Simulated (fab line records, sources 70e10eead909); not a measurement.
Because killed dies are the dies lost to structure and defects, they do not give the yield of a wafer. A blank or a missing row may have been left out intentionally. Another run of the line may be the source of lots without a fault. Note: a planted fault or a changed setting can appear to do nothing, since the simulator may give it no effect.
Problem report, 8D (eight disciplines) form, completed by code ; flow nand-harc ; the parts of the form that need people (team, actions taken, sign-off) are left out

== 1. PROBLEM STATEMENT ==
Wafers without a fault read 3.1, standard deviation 2; killed-at-periphery at NHARC_END_SORT_01 reads a mean of 622.8 on 8 wafers belonging to 3 lots. That is +99 or more standard deviations from the usual mean.
Earliest sighting: wafer L113.1 on prober-01 at day 32 05:50. The record holds 9 wafers of 3 lots with a number at this step. Rule for "out" (also "out of limits"): further than 4 standard deviations from the usual mean. The rest of the wafers with a number are treated as sound.

== 2. WHAT IT IS, AND WHAT IT ISN'T ==
question;is;is not
which readings at this step;killed-at-periphery, killed-dies;killed-at-array, killed-at-other, killed-short
which lots;L113, L114, L115;-
which wafers of those lots;L113.1, L113.3, L113.5, L114.2, L114.5, L115.2, L115.3, L115.5;L114.6
read on which gauges;prober-01, prober-02;-
when;from day 32 05:50;"up to then (0 sound wafers); but 1 sound wafer of L114 came after"

== 3. WHAT RULES OUT EACH SUSPECT ==
Counting: a tool at a process step up to the reading stays a suspect if it ran every lot that is out. Sound lots after the first of them don't rule it out here, since some wafers of a struck lot are sound.
- the gauge at NHARC_END_SORT_01 has been ruled out. 2 gauges (prober-01, prober-02) read the wafers that are out.
- hdpcvd-01 at NHARC_P_STI_HDPCVD_20 (deposits SiO2): kept. It ran every lot that is out, first L113 (day 11 00:13).
- rtp-anneal-01 at NHARC_A_BONDPAD_ANNEAL_28 (time 90 s): kept. It ran every lot that is out and that the record shows at this step, first L114 (day 31 10:32). The record shows only 1 of the 3 lots at this step.
- cmp-03 at NHARC_THIN_TSV_CMP_01 (polishes): kept. It ran every lot that is out and that the record shows at this step, first L114 (day 32 03:07). The record shows only 1 of the 3 lots at this step.
Left after counting: hdpcvd-01 at NHARC_P_STI_HDPCVD_20, rtp-anneal-01 at NHARC_A_BONDPAD_ANNEAL_28, cmp-03 at NHARC_THIN_TSV_CMP_01.

== 4. THE CAUSE (what the simulator had put in) ==
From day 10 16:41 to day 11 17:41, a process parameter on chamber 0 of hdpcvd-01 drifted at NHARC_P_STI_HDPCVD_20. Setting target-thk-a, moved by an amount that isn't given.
Counting left 3 suspects, and this tool is among them.

== 5. THE EFFECT CHAIN, in route order ==
One row per reading whose mean, taken over the struck wafers that have a number, lies over 3 standard deviations from the usual. Readings are gone through only where the record gives a usual standard deviation; hours: the median, over the lots, of the time from a lot's start at the first step in this table giving one to that lot's start at this step; sigmas: the change measured in usual standard deviations.
hours;step;reading;usual;on struck wafers;change;sigmas
0;NHARC_END_SORT_01;killed-at-periphery;3.1;622.8;+619.6;+99 or more
0;NHARC_END_SORT_01;killed-dies;67;677;+610;+22

== 6. WHAT WOULD HAVE CAUGHT IT SOONER ==
The first out-of-limits reading at a measuring or inspecting step in this record came at day 32 05:50, 517 hours after the fault's start at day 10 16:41.
Lots out: 3; all had begun NHARC_P_STI_HDPCVD_20 on hdpcvd-01 by day 32 05:50. A hold on the tool at that time would have spared none of them.
